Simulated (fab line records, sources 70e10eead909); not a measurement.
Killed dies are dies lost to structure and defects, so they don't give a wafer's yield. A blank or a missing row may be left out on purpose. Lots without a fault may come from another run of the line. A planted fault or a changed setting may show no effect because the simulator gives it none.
Problem report in the 8D (eight disciplines) form, filled by code | flow nand_harc | the parts of the form that need people (team, actions taken, sign-off) are left out

1. THE PROBLEM
exposure_dose_mJ_cm2 at NHARC_P_M0_EXPOSE_06 reads a mean of 81.71 on 3 wafers of 1 lot; wafers without a fault read 81.27 with a standard deviation of 0.075. That is +5.9 standard deviations from the usual mean.
The step: exposes mask P M0, target cd 90 nm.
First seen on wafer L692.2, day 10 01:52, on arfi_scanner-01. The record holds 15 wafers of 5 lots with a number at this step. Rule for "out", or "out of limits": more than 4 standard deviations from the usual mean. The other wafers with a number count as sound.

2. WHAT IT IS AND WHAT IT IS NOT
question                    | is                     | is not
which readings at this step | exposure_dose_mJ_cm2   | -
which lots                  | L692                   | L684, L689, L694, L698
which wafers of those lots  | all that have a number | -
read on which tools         | arfi_scanner-01        | arfi_scanner-02, arfi_scanner-03
when                        | from day 10 01:52      | up to then (6 sound wafers); but 6 sound wafers of L694, L698 came after

3. SUSPECTS, AND WHAT RULES EACH OUT
Counting: a tool at a process step up to the reading stays a suspect if it ran every lot that is out and no sound lot after the first of them.
- cvd_w-01 at NHARC_P_CONTACT_CVD_23 (deposits W, target thk 200 nm, time 557 s): ruled out as a lasting fault. Sound lots L694, L698 ran on it after its first lot that is out, L692 (day 10 00:40). NHARC_P_CONTACT_CVD_23 gives no start for some lots, so the hours and the order of its lots are those of NHARC_P_CONTACT_CMP_24.
- cmp-01 at NHARC_P_CONTACT_CMP_24 (polishes, t overpolish 30 s, target thk 200 nm): kept. It ran the lot that is out, L692 (day 10 00:40), and no sound lot after that; its last sound lot up to then is L689 (day 9 17:02).
- arfi_scanner-01 at NHARC_P_M0_EXPOSE_06 (exposes mask P M0, target cd 90 nm): kept. It ran the lot that is out, L692 (day 10 01:52), and no sound lot after that; its last sound lot up to then is L689 (day 9 18:08). Its own readings are out on those wafers: exposure_dose_mJ_cm2.
Left after counting: cmp-01 at NHARC_P_CONTACT_CMP_24, arfi_scanner-01 at NHARC_P_M0_EXPOSE_06.

4. THE CAUSE (what the simulator had put in)
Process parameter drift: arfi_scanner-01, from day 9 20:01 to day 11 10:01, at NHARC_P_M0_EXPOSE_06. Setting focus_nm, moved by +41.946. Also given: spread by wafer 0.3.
Counting left 2 suspects, and this tool is among them.

5. THE CHAIN OF EFFECTS, in route order
Each row: a reading whose mean over the struck wafers that have a number lies more than 3 standard deviations from the usual. Only readings for which the record gives a usual standard deviation are gone through. hours: the time from each lot's start at the first step in this table that gives one to its start at this step, as a median over the lots. sigmas: the change in usual standard deviations.
hours | step                 | reading              | usual | on struck wafers | change | sigmas
0     | NHARC_P_M0_EXPOSE_06 | exposure_dose_mJ_cm2 | 81.27 | 81.71            | +0.44  | +5.9
The process steps in it:
- NHARC_P_M0_EXPOSE_06: exposes mask P M0, target cd 90 nm.
Later measuring or inspecting steps at which every struck wafer that the step has a row for has a number for every such reading, and none has moved that far: NHARC_P_M0_CD_MEAS_09, NHARC_P_M0_OVL_MEAS_10, NHARC_P_M0_INSPECT_11, NHARC_P_M0_CD_MEAS_16, NHARC_END_SORT_01.

6. WHAT WOULD HAVE CAUGHT IT SOONER
In this record the first reading out of limits was taken at day 10 01:52, 6 hours after the fault began at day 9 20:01.
